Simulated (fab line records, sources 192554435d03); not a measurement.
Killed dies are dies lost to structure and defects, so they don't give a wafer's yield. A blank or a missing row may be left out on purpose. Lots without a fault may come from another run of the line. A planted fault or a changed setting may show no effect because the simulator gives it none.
Split-lot experiment | flow n5_finfet | 7 lots, 39 wafers read, on a route of 1938 steps

THE SPLIT
At N5_HKMG_FIN_HK_ALD_01 (deposits HfO2, target thk 1.6 nm, pulse time 3 s, purge time 3 s), the setting ald_cycles was moved away from the recipe's 30 on 18 of the 39 wafers read, by -13.3% to +13.3%. The other wafers ran this setting at the recipe's value.

FROM THE SPLIT TO THE READING: what the file shows between them, 5 steps
- N5_HKMG_FIN_ETCH_55: etches SOC in N2/H2, target depth 240 nm, time 300 s (also split here: bias_w)
- N5_HKMG_FIN_STRIP_56: strips in N2/H2
- N5_HKMG_FIN_STRIP_57: strips in CF4
- N5_HKMG_FIN_WET_ETCH_82: etches La2O3 in dHCl, stops on HfO2, target depth 2 nm, rinse time 30 s
- N5_HKMG_FIN_ALD_36: deposits TiN, target thk 1 nm, pulse time 1 s, purge time 3 s

THE READING
HK_THK, in nm, at N5_HKMG_FIN_THK_MEAS_70 (measures by xrf). Fault-free wafers of this fab line usually give 1.584 nm, standard deviation 0.02 nm.

wafer  | tool, chamber at the split | ald_cycles as run | against the recipe | HK_THK, nm | against lot-mates on the recipe
L079.1 | ald_hk-02, 3,2,0           | 30                | recipe             | 1.586      | -
L079.3 | ald_hk-02, 3,2,0           | 30                | recipe             | 1.591      | -
L079.5 | ald_hk-02, 3,2,0           | 30                | recipe             | 1.579      | -
L082.1 | ald_hk-02, 3,2,0           | 30                | recipe             | 1.589      | -
L082.2 | ald_hk-02, 3,2,0           | 30                | recipe             | 1.577      | -
L082.3 | ald_hk-02, 3,2,0           | 30                | recipe             | 1.598      | -
L082.4 | ald_hk-02, 1,3,0           | 34                | +13.3%             | 1.801      | +0.213
L082.5 | ald_hk-02, 1,3,0           | 34                | +13.3%             | 1.794      | +0.206
L082.6 | ald_hk-02, 1,3,0           | 34                | +13.3%             | 1.806      | +0.218
L083.1 | ald_hk-03, 1,2,3           | 30                | recipe             | 1.589      | -
L083.2 | ald_hk-03, 3,0,2           | 32                | +6.7%              | 1.730      | +0.141
L083.3 | ald_hk-03, 3,0,2           | 32                | +6.7%              | 1.686      | +0.097
L083.4 | ald_hk-03, 1,2,3           | 30                | recipe             | 1.604      | -
L083.5 | ald_hk-03, 3,0,2           | 32                | +6.7%              | 1.647      | +0.058
L083.6 | ald_hk-03, 1,2,3           | 30                | recipe             | 1.574      | -
L085.1 | ald_hk-02, 2,1,0           | 30                | recipe             | 1.583      | -
L085.2 | ald_hk-02, 2,1,0           | 30                | recipe             | 1.541      | -
L085.3 | ald_hk-02, 2,1,0           | 30                | recipe             | 1.590      | -
L085.4 | ald_hk-02, 3,1,2           | 26                | -13.3%             | 1.392      | -0.179
L085.5 | ald_hk-02, 3,1,2           | 26                | -13.3%             | 1.356      | -0.215
L085.6 | ald_hk-02, 3,1,2           | 26                | -13.3%             | 1.376      | -0.195
L087.1 | ald_hk-01, 2,3,0           | 30                | recipe             | 1.570      | -
L087.2 | ald_hk-01, 2,3,0           | 30                | recipe             | 1.610      | -
L087.3 | ald_hk-01, 2,3,0           | 30                | recipe             | 1.575      | -
L087.4 | ald_hk-01, 1,3,2           | 32                | +6.7%              | 1.672      | +0.087
L087.5 | ald_hk-01, 1,3,2           | 32                | +6.7%              | 1.702      | +0.117
L087.6 | ald_hk-01, 1,3,2           | 32                | +6.7%              | 1.660      | +0.075
L089.1 | ald_hk-03, 3,1,2           | 30                | recipe             | 1.597      | -
L089.2 | ald_hk-03, 0,2,3           | 34                | +13.3%             | 1.812      | +0.209
L089.3 | ald_hk-03, 3,1,2           | 30                | recipe             | 1.609      | -
L089.4 | ald_hk-03, 0,2,3           | 34                | +13.3%             | 1.804      | +0.201
L089.5 | ald_hk-03, 0,2,3           | 34                | +13.3%             | 1.810      | +0.207
L089.6 | ald_hk-03, 3,1,2           | 30                | recipe             | 1.603      | -
L097.1 | ald_hk-02, 2,3,1           | 30                | recipe             | 1.579      | -
L097.2 | ald_hk-02, 2,3,1           | 30                | recipe             | 1.615      | -
L097.3 | ald_hk-02, 1,0,2           | 34                | +13.3%             | 1.821      | +0.217
L097.4 | ald_hk-02, 1,0,2           | 34                | +13.3%             | 1.804      | +0.200
L097.5 | ald_hk-02, 2,3,1           | 30                | recipe             | 1.617      | -
L097.6 | ald_hk-02, 1,0,2           | 34                | +13.3%             | 1.794      | +0.190
Where a row lists several chambers, the file gives one row for several wafers and doesn't say which wafer went through which chamber.

THE FIT
A straight line over all 39 wafers: HK_THK changes by +0.016 nm for each +1% of ald_cycles; r = +0.99; the points scatter about the line by 0.019 nm.
The same after taking each lot's own level away (the mean of its wafers on the recipe; 39 wafers): +0.0152 nm for each +1%; r = +0.99; scatter 0.017 nm.
On that fit, the largest move of ald_cycles shifts the reading by 0.2 nm.
The lots' own levels span 1.5713 to 1.6037 nm, that is 1.6 times the standard deviation above.
So the lot-to-lot level changes the slope little: the two slopes agree.
Check: with one of the wafers moved furthest among these (+13.3%) left out of the fit, the line predicts +0.202 nm for it against its lot-mates. It came out at +0.213 nm against them.

OTHER SPLITS ON THESE WAFERS
These wafers also went through other splits before the reading. Each is held against what the fit with the lots' levels taken away leaves over:
other split on the same wafers | wafers away from the commonest value | r with HK_THK (lot level and that fit taken away)
N5_FIN_CUT_CUT_ETCH_15 bias_w  | as run: not given for these wafers   | -
N5_DUMMY_GATE_ETCH_37 source_w | 15                                   | -0.11
N5_SD_ACTIVATION_LSA_01 temp_c | 15                                   | -0.25
N5_HKMG_FIN_ETCH_55 bias_w     | 12                                   | -0.15

THE FILE'S OWN FIT
HK_THK changes by +0.0152 nm for each +1% of ald_cycles, r = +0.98.
